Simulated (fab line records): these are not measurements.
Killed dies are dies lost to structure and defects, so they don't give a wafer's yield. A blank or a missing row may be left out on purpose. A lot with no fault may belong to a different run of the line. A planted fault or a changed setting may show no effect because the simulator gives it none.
fab line records -- flow n5Finfet -- part 2 of 2: steps 27 to 33 of 33
record lots=5, wafers=15, lastDay=16
route steps=1938 shown BEOL_M11@1590 BEOL_M12@1602
lots with no fault: from the same line, run without faults
startH: hours from the record's first day to the start of the lot's first wafer shown -- waitH: hours since the lot's step before -- " the same as in the row above -- L1.1+2: a row that stands for several wafers -- - no value, or no start was given -- * or withheld: withheld -- < > ~ a bound
route shown NAME@n: names a module that has steps shown in the file, with the first one's number in the route -- usual: mean and standard deviation over wafers with no fault -- same: alike in all rows -- chamber/n: place in a boat -- sites: each site's reading -- _std_site: standard deviation of those values -- _edge_site: outer sites' mean less inner sites' -- radiusMm: for every site, how far away it sits from the centre of the wafer -- mask NAME#n: copy n -- behind: tool/chamber where the wafer was last shaped -- hold: why the lot went on hold/how many hours it stayed there/how the hold came to an end -- device: whichever transistor did not switch (one of n, p or np) -- end of line: tests run on the same wafers once the route is complete -- a step without rows: its recipe alone -- killed: dies that structure and defects cost at the first sort, which is not the same as the wafer's yield -- map: a wafer's dies, marking killed ones x, the rest . and places with no die _
set.NAME: the setting the step ran with; set.NAME@STEP: the setting that earlier step ran with -- model.NAME: the simulator's own value behind a step, which no gauge read
lots at some steps of the route; a table a step, a row a wafer
services: from which hour (startH, from the record's first day; less than 0 if before it) a tool's chamber was out of use, for how many hours, and why
## steps
# step N5_BEOL_M12_ETCH_59
# recipe chemistry=N2/H2, target=BARC, targetDepthA=890, overetchA=267, timeS=67.9, ionEnergyEv=200, pressureMtorr=30, sourceW=840, biasW=150, n2FlowSccm=200, h2FlowSccm=200
# usual drypumpMotorCurrentA=5.8/0.35, oesProductAu=0.68/0.061, rfVppV=524.3/2.4, showerheadPlenumPTorr=2.55/0.08, throttleValvePct=17.89/0.26
lot.wafer,tool,chamber,startH,waitH,drypumpMotorCurrentA,oesProductAu,rfHoursCounterH,rfVppV,showerheadPlenumPTorr,throttleValvePct
L075.1,rieDiel-01,2,253.98,0.0,6.2,0.76,44,523.9,2.57,17.80
L075.2,rieDiel-01,1,253.98,0.0,5.9,0.66,136,527.6,2.65,17.71
L075.5,rieDiel-01,0,253.98,0.0,6.2,0.65,-,523.5,2.52,17.90
L076.2,rieDiel-05,0,263.71,0.0,5.8,0.62,210,522.2,2.51,17.91
L076.4,rieDiel-05,1,263.71,0.0,5.8,0.72,71,524.6,2.56,17.42
L076.5,rieDiel-05,2,263.71,0.0,5.9,0.74,-,521.6,2.50,18.37
L082.1,rieDiel-01,1,296.83,0.0,6.0,0.65,151,527.1,2.64,17.74
L082.3,rieDiel-01,2,296.83,0.0,6.2,0.74,59,524.1,2.57,17.81
L082.5,rieDiel-01,0,296.83,0.0,6.2,0.64,-,523.2,2.52,17.93
L083.1,rieDiel-05,1,305.74,0.0,5.8,0.70,83,525.3,2.55,17.43
L083.3,rieDiel-05,0,305.74,0.0,5.8,0.61,222,521.9,2.51,17.93
L083.6,rieDiel-05,1,305.74,0.0,5.8,0.71,-,523.9,2.55,17.44
L092.1,rieDiel-05,3,356.75,0.0,5.3,0.70,74,522.2,2.46,18.09
L092.3,rieDiel-05,0,356.75,0.0,5.8,0.60,240,522.9,2.50,17.97
L092.4,rieDiel-05,1,356.75,0.0,5.8,0.68,100,524.0,2.55,17.47
# step N5_BEOL_M12_VIA_ETCH_16
# recipe chemistry=C4F8/O2/Ar, target=SiOC, pressureMtorr=30, sourceW=3000, biasW=700, Ar_flow_sccm=400, C4F8_flow_sccm=15, O2_flow_sccm=8, heInnerTorr=15, heOuterTorr=30, targetDepthA=7248, timeS=withheld, ionEnergyEv=250, ends=cleared
# usual drypumpMotorCurrentA=5.8/0.35, oesProductAu=0.73/0.069, rfVppV=666/3.1, showerheadPlenumPTorr=3.44/0.11, throttleValvePct=24.29/0.22
lot.wafer,tool,chamber,startH,waitH,drypumpMotorCurrentA,oesProductAu,rfVppV,showerheadPlenumPTorr,throttleValvePct
L075.1,rieDiel-01,2,254.03,0.0,6.2,0.82,667,3.52,24.47
L075.2,rieDiel-01,1,254.03,0.0,5.9,0.69,669,3.55,24.08
L075.5,rieDiel-01,0,254.03,0.0,6.2,0.68,666,3.44,24.47
L076.2,rieDiel-05,0,263.76,0.0,5.8,0.66,664,3.34,23.98
L076.4,rieDiel-05,1,263.76,0.0,5.9,0.77,666,3.50,24.09
L076.5,rieDiel-05,2,263.76,0.0,5.9,0.80,663,3.33,24.52
L082.1,rieDiel-01,1,296.89,0.0,5.9,0.67,670,3.55,24.10
L082.3,rieDiel-01,2,296.89,0.0,6.2,0.79,666,3.51,24.48
L082.5,rieDiel-01,0,296.89,0.0,6.2,0.67,665,3.43,24.50
L083.1,rieDiel-05,1,305.80,0.0,5.8,0.76,666,3.49,24.11
L083.3,rieDiel-05,0,305.80,0.0,5.8,0.66,665,3.34,24.00
L083.6,rieDiel-05,1,305.80,0.0,5.9,0.76,666,3.49,24.11
L092.1,rieDiel-05,3,356.81,0.0,5.3,0.75,663,3.29,24.43
L092.3,rieDiel-05,0,356.81,0.0,5.8,0.64,663,3.33,24.03
L092.4,rieDiel-05,1,356.81,0.0,5.9,0.74,667,3.48,24.15
# step N5_BEOL_M12_STRIP_63
# recipe chemistry=N2/H2, powerW=1000, tempC=250, h2Frac=0.65, overashFraction=0.3, pressureMtorr=1000, n2FlowSccm=1750, h2FlowSccm=3250
# usual drypumpMotorCurrentA=5.5/0.42, heaterPowerW=328/24, oesProductAu=0.692/0.0046, stripTimeToEndpointS=42.2/0.92
# same overashFraction=0.3
lot.wafer,tool,chamber,startH,waitH,drypumpMotorCurrentA,heaterPowerW,oesProductAu,rfHoursCounterH,stripTimeToEndpointS
L075.1,plasmaAsher-02,1,254.24,-,5.6,341,0.696,69,40.8
L075.2,plasmaAsher-02,0,254.24,-,5.5,338,0.695,69,43.3
L075.5,plasmaAsher-02,1,254.24,-,5.6,332,0.690,-,40.1
L076.2,plasmaAsher-01,0,264.10,-,6.2,282,0.689,132,43.3
L076.4,plasmaAsher-01,1,264.10,-,4.9,366,0.692,-,42.7
L076.5,plasmaAsher-01,0,264.10,-,6.2,289,0.693,-,41.9
L082.1,plasmaAsher-01,1,297.09,-,4.9,359,0.698,139,42.0
L082.3,plasmaAsher-01,1,297.09,-,5.0,351,0.695,-,42.1
L082.5,plasmaAsher-01,0,297.09,-,6.2,289,0.696,-,40.2
L083.1,plasmaAsher-01,0,305.99,-,6.2,283,0.693,141,43.0
L083.3,plasmaAsher-01,0,305.99,-,6.1,286,0.690,-,42.9
L083.6,plasmaAsher-01,1,305.99,-,5.0,354,0.698,-,43.2
L092.1,plasmaAsher-02,1,357.00,-,5.6,334,0.687,92,41.6
L092.3,plasmaAsher-02,0,357.00,-,5.5,328,0.691,-,42.7
L092.4,plasmaAsher-02,1,357.00,-,5.6,341,0.699,-,42.5
# step N5_BEOL_M12_STRIP_64
# recipe chemistry=N2/H2, powerW=1000, tempC=250, h2Frac=0.65, overashFraction=0.3, pressureMtorr=withheld, n2FlowSccm=1750, h2FlowSccm=3250
# usual drypumpMotorCurrentA=5.5/0.42, heaterPowerW=328/24, oesProductAu=0.715/0.0045, stripTimeToEndpointS=31.30/0.073
# same overashFraction=0.3
lot.wafer,tool,chamber,startH,waitH,drypumpMotorCurrentA,heaterPowerW,oesProductAu,rfHoursCounterH,stripTimeToEndpointS
L075.1,plasmaAsher-02,1,254.30,0.0,5.6,336,0.718,69,31.26
L075.2,plasmaAsher-02,0,254.30,0.0,5.5,321,0.710,69,31.21
L075.5,plasmaAsher-02,1,254.30,0.0,5.6,333,0.711,-,31.30
L076.2,plasmaAsher-01,0,264.16,0.0,6.1,283,0.710,132,31.43
L076.4,plasmaAsher-01,1,264.16,0.0,4.9,342,0.717,-,31.39
L076.5,plasmaAsher-01,0,264.16,0.0,6.2,282,0.719,-,31.43
L082.1,plasmaAsher-01,1,297.15,0.0,4.9,366,0.719,139,31.28
L082.3,plasmaAsher-01,1,297.15,0.0,4.9,356,0.717,-,31.26
L082.5,plasmaAsher-01,0,297.15,0.0,6.2,288,0.706,-,31.16
L083.1,plasmaAsher-01,0,306.05,0.0,6.2,289,0.717,141,31.28
L083.3,plasmaAsher-01,0,306.05,0.0,6.2,286,0.715,-,31.32
L083.6,plasmaAsher-01,1,306.05,0.0,5.0,354,0.719,-,31.16
L092.1,plasmaAsher-02,1,357.06,0.0,5.6,342,0.717,92,31.43
L092.3,plasmaAsher-02,0,357.06,0.0,5.5,324,0.720,-,31.43
L092.4,plasmaAsher-02,1,357.06,0.0,5.6,339,0.724,-,31.44
# step N5_BEOL_M12_STRIP_71
# recipe chemistry=postEtchResidueRemover, timeS=60, tempC=25, removerPh=withheld, removerWaterWtPct=withheld, removerFluorideWtPct=withheld
lot.wafer,tool,chamber,startH,waitH
L075.1+2+5,wetBench-05,"0,4,6",254.38,0.1
L076.2+4+5,wetBench-03,"4,0,6",264.25,0.1
L082.1+3+5,wetBench-03,"7,5,3",297.23,0.1
L083.1+3+6,wetBench-01,"4,7,5",306.14,0.1
L092.1+3+4,wetBench-05,"2,5,6",357.20,0.1
# step N5_BEOL_M12_SRD_72
# recipe timeS=30, tempC=23, rinseLiquid=diw, dry=n2Spin, spinRpm=1500, dryTimeS=30
# usual spinRpm=1500.1/0.79
lot.wafer,tool,chamber,startH,waitH,spinRpm
L075.1,wetBench-05,0,254.40,0.0,1501.1
L075.2,wetBench-05,4,254.40,0.0,1498.8
L075.5,wetBench-05,6,254.40,0.0,1501.6
L076.2,wetBench-03,4,264.27,0.0,1500.1
L076.4,wetBench-03,0,264.27,0.0,1499.9
L076.5,wetBench-03,6,264.27,0.0,1499.0
L082.1,wetBench-03,7,297.25,0.0,1500.8
L082.3,wetBench-03,5,297.25,0.0,1500.6
L082.5,wetBench-03,3,297.25,0.0,1500.0
L083.1,wetBench-01,4,306.16,0.0,1500.2
L083.3,wetBench-01,7,306.16,0.0,1500.2
L083.6,wetBench-01,5,306.16,0.0,1499.3
L092.1,wetBench-05,2,357.22,0.0,1502.0
L092.3,wetBench-05,5,357.22,0.0,1498.9
L092.4,wetBench-05,6,357.22,0.0,1500.1
# step N5_BEOL_M12_CD_MEAS_17
# recipe targetCdNm=140, polarity=opening
# usual cdNm=141.0/2.2
lot.wafer,tool,chamber,startH,waitH,cdNm
L075.1,cdSem-03,-,254.44,0.0,141.8
L075.2,cdSem-03,-,254.44,0.0,140.0
L075.5,cdSem-03,-,254.44,0.0,138.2
L076.2,cdSem-01,-,264.31,0.0,142.2
L076.4,cdSem-01,-,264.31,0.0,140.8
L076.5,cdSem-01,-,264.31,0.0,142.6
L082.1,cdSem-02,-,297.29,0.0,138.9
L082.3,cdSem-02,-,297.29,0.0,140.7
L082.5,cdSem-02,-,297.29,0.0,141.8
L083.1,cdSem-03,-,306.20,0.0,142.8
L083.3,cdSem-03,-,306.20,0.0,143.0
L083.6,cdSem-03,-,306.20,0.0,138.8
L092.1,cdSem-01,-,357.26,0.0,141.4
L092.3,cdSem-01,-,357.26,0.0,142.1
L092.4,cdSem-01,-,357.26,0.0,139.4
## services
tool,chamber,startH,hours,kind
pecvd-01,1,234.87,10.4,repair
aldMetal-02,-,238.32,2.8,pm
pecvd-02,-,240.78,1.8,repair
cmp-04,-,242.38,4.0,pm
plasmaAsher-02,-,247.24,2.4,repair
krfScanner-02,-,256.49,0.8,pm
aldMetal-02,1,259.77,20.7,repair
rieDiel-05,0,265.47,8.7,repair
rieDiel-05,2,279.25,2.4,repair
cmp-04,-,285.10,1.0,repair
rieDiel-05,0,287.52,1.8,repair
rieDiel-01,3,288.67,23.6,repair
pvdSputter-02,-,288.91,7.9,repair
rieDiel-05,1,290.79,6.3,repair
plasmaAsher-02,-,295.48,1.0,repair
pecvd-02,2,301.11,4.4,repair
ecdCu-01,-,303.12,0.4,repair
pvdSputter-02,-,303.50,6.2,repair
pecvd-02,-,313.43,2.2,repair
rieDiel-01,0,317.16,9.8,repair
rieDiel-05,1,317.84,8.7,repair
plasmaAsher-02,-,322.98,0.8,repair
wetBench-05,-,332.96,3.9,repair
rieDiel-01,-,349.21,14.6,pm
